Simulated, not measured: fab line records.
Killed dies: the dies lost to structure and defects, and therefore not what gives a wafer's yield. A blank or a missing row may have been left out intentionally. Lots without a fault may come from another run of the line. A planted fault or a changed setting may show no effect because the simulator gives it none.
Which tool did it?	flow nand-harc	Sampling: 12 lots, 36 wafers, 4 of 1302 route steps

## WHAT THE GAUGES READ, wafer by wafer
NHARC_P_CONTACT_INSPECT_14.
lot	measured	on	raw-defect-count
L075	day 6 05:03	defect-inspect-02	2 3 4
L077	day 7 03:57	defect-inspect-02	5 7 5
L079	day 7 20:43	defect-inspect-02	2 3 2
L081	day 9 00:16	defect-inspect-01	3 2 3
L083	day 9 23:46	defect-inspect-02	2 5 6
L085	day 10 07:41	defect-inspect-01	5 10 16
L087	day 11 06:31	defect-inspect-02	3 4 3
L089	day 12 01:10	defect-inspect-02	7 5 7
L091	day 12 23:22	defect-inspect-02	2 3 2
L093	day 13 18:49	defect-inspect-01	1 2 5
L095	day 14 14:17	defect-inspect-02	2 4 1
L097	day 15 13:07	defect-inspect-02	2 1 2

## EACH LOT AND THE TOOL THAT RAN IT (in order: tool; ch and the chambers of the sampled wafers; start)
lot	NHARC_P_GATE_DEP_103	NHARC_P_GATE_HM_OPEN_105	NHARC_P_GATE_DESCUM_48
L075	pecvd-04 ch 0,1,2, day 5 07:56	rie-diel-04 ch 1,3, day 5 20:43 or earlier	rie-diel-12 ch 0,1,2, day 5 20:43
L077	pecvd-03 ch 1,2, day 6 04:51	rie-diel-10 ch 0,1, day 6 19:48 or earlier	rie-diel-04 ch 0,2,3, day 6 19:48
L079	pecvd-02 ch 1,2, day 6 23:32	rie-diel-12 ch 1,2, day 7 12:24 or earlier	rie-diel-04 ch 1,2,3, day 7 12:24
L081	pecvd-02 ch 0,2, day 8 03:06	rie-diel-10 ch 1,3, day 8 16:13 or earlier	rie-diel-10 ch 2,3, day 8 16:13
L083	pecvd-02 ch 0,1,2, day 9 00:45	rie-diel-04 ch 0,3, day 9 15:40 or earlier	rie-diel-12 ch 1,2,3, day 9 15:40
L085	pecvd-02 ch 0,1,2, day 9 10:34	rie-diel-10 ch 0,2, day 9 23:28 or earlier	rie-diel-10 ch 1,2,3, day 9 23:28
L087	pecvd-02 ch 1,2, day 10 09:27	rie-diel-12 ch 0,1,2, day 10 22:03 or earlier	rie-diel-04 ch 0,2, day 10 22:03
L089	pecvd-02 ch 0,1,2, day 11 03:59	rie-diel-04 ch 0,1,3, day 11 16:49 or earlier	rie-diel-10 ch 0,2,3, day 11 16:49
L091	pecvd-03 ch 1,2, day 12 02:31	rie-diel-04 ch 0,2,3, day 12 15:23 or earlier	rie-diel-10 ch 0,1,2, day 12 15:23
L093	pecvd-03 ch 1,2, day 12 22:14	rie-diel-04 ch 0,1,3, day 13 10:55 or earlier	rie-diel-10 ch 2,3, day 13 10:55
L095	pecvd-02 ch 0,1, day 13 17:35	rie-diel-10 ch 0,1,3, day 14 06:16 or earlier	rie-diel-10 ch 0,3, day 14 06:16
L097	pecvd-03 ch 0,2, day 14 15:58	rie-diel-04 ch 0,2,3, day 15 04:35 or earlier	rie-diel-04 ch 0,3, day 15 04:35
- NHARC_P_GATE_DEP_103: deposits SiON, target thk 30 nm.
- NHARC_P_GATE_HM_OPEN_105: chemistry O2/COS, target depth 360 nm.
- NHARC_P_GATE_DESCUM_48: chemistry O2, time 3 s.

## THE ANSWER, worked out from the rows above alone
Rule: the usual values come from the lots themselves. The widest of any qualifying gaps counts: lots, ordered by their means at a reading, are off when they make up no more than a third of the lots, leave a main group of 4 or more, and stand apart from it by 3 or more times the standard deviation of that group's means. A main group is skipped when, at the precision printed for the reading in the tables above, its means are all equal. A lot without any number at a reading at which 4 lots or more have one is off too. Where the step has rows for the other lots, those lots are counted as sound.
Across all readings shown, no lot is off: no conclusion can be drawn from this.

## WHAT WAS PUT IN BY THE SIMULATOR
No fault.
